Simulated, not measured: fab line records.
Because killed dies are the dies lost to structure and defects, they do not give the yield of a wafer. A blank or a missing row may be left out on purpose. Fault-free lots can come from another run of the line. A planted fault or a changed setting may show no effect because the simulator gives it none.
Comparing a struck lot with a sound one	flow n5 finfet	16 out of 1938 route steps
Sound: wafers L353.1, L353.2, L353.4. Wafers struck: L363.1, L363.4, L363.6. The cause comes at the end.
For every step that has rows: the tool of each side, followed by ch and its chambers, followed by its first start. Under that, the readings that differ: sound wafers	struck wafers	difference of the means	sigmas: that difference in standard deviations of wafers without a fault.
alike: words and numbers the same on both sides, and readings whose means are apart by under 2 such deviations; not compared: readings that were withheld, readings missing a value for some wafer, numbers with overlapping values and no deviation given by the record, and bounds like >300 which may hide the same value.
The two part at a step that has a row with sigmas, a row that says differs or no value, or rows on one side only. Non-overlapping numbers with no deviation appear without sigmas and do not part them. A reading that every wafer of one side lacks parts them only if that side has two wafers or more.

N5_HKMG_FIN_STRIP_93: strips SOC in N2/H2, time 20 s.
  sound on rie diel-04 ch 0,1,2, day 4 19:50; struck on rie diel-02 ch 1,2, day 7 10:13
reading	sound	struck	difference	sigmas
showerhead plenum p Torr (Torr)	3.29 3.19 3.34	3.48 3.36 3.48	+0.17	+2
  alike: drypump motor current A, oes product au, rf vpp V, throttle valve pct
  not compared: rf hours counter h
then, 1 step without rows for these wafers: N5_HKMG_FIN_WET_ETCH_76 (etches Al2O3 in dNH4OH, stops on La2O3, target depth 2.25 nm, rinse time 30 s).
N5_HKMG_FIN_STRIP_60: strips in N2/H2, time 360 s.
  sound on plasma asher-02 ch 0,1, day 4 19:59; struck on plasma asher-02 ch 1, day 7 10:22
  alike: drypump motor current A, heater power w
  not compared: rf hours counter h
then, 2 steps without rows for these wafers: N5_HKMG_FIN_WET_ETCH_77 (etches La2O3 in dHCl, stops on HfO2, target depth 2 nm); N5_HKMG_FIN_WET_ETCH_78 (etches Al2O3 in dNH4OH, stops on La2O3, target depth 4.5 nm, rinse time 30 s).
N5_HKMG_FIN_ALD_79: deposits TiN, target thk 1.5 nm, pulse time 1 s, purge time 3 s.
  sound on ald metal-02 ch 0,1,3, day 4 20:28; struck on ald metal-01 ch 0,3, day 7 10:52
  alike: heater power w, precursor pulse height rel, susceptor temp C
N5_HKMG_FIN_CVD_62: deposits a-Si from Si2H6, target thk 3 nm, time 20.8 s.
  sound on thermal cvd si-02 ch 0,1, day 4 20:50; struck on thermal cvd si-02 ch 0,2, day 7 11:13
  alike: heater power w, susceptor temp C
then, 5 steps without rows for these wafers: N5_HKMG_FIN_RTA_80 (time 2 s); N5_HKMG_FIN_PRECLEAN_64 (cleans in dHF, time 30 s); N5_HKMG_FIN_WET_ETCH_65 (etches a-Si in TMAH, stops on TiN, time 49 s, target depth 3 nm); N5_HKMG_FIN_WET_ETCH_81 (etches TiN in SC1, stops on HfO2, time 57 s, target depth 6 nm); N5_HKMG_FIN_WET_ETCH_82 (etches La2O3 in dHCl, stops on HfO2, target depth 2 nm, rinse time 30 s).
N5_HKMG_FIN_ALD_36: deposits TiN, target thk 1 nm, pulse time 1 s, purge time 3 s.
  sound on ald metal-01 ch 1,2,3, day 4 21:20; struck on ald metal-01 ch 1,2,3, day 7 11:52
reading	sound	struck	difference	sigmas
susceptor temp C (C)	400.13 400.19 400.23	385.17 385.47 385.44	-14.82	-71
  alike: heater power w, precursor pulse height rel
N5_HKMG_FIN_THK_MEAS_70: measures by xrf.
  sound on film metro-01 at day 4 21:37; struck on film metro-01 at day 7 12:08
  alike: HK_THK
-- here the record skips 4 days between the struck wafers' starts before and after, leaving off in module HKMG_FIN and picking up in module BEOL_M4 (first step shown: number 1111 of the route) --
N5_BEOL_M4_RC_MEAS_101:
  sound on prober-01 ch 0, day 8 23:10; struck on prober-02 ch 0, day 11 12:01
  alike: DIBL_N, DIBL_P, IOFF_N, IOFF_P, ION_N, ION_P, SS_N, SS_P, VT_N, VT_P
-- a jump in the record: the struck wafers' starts before and after are 5 days apart (it breaks off in module BEOL_M4 and resumes in module PASSIVATION, where the first step shown is number 1936 of the route) --
N5_PASSIVATION_PROBE_49:
  the record has rows for the struck wafers here (prober-01, day 16 07:57) and none for the sound ones

WHERE THEY PART
Earliest at N5_HKMG_FIN_STRIP_93; latest, in this record, at N5_PASSIVATION_PROBE_49.

WHY: what had been put in by the simulator
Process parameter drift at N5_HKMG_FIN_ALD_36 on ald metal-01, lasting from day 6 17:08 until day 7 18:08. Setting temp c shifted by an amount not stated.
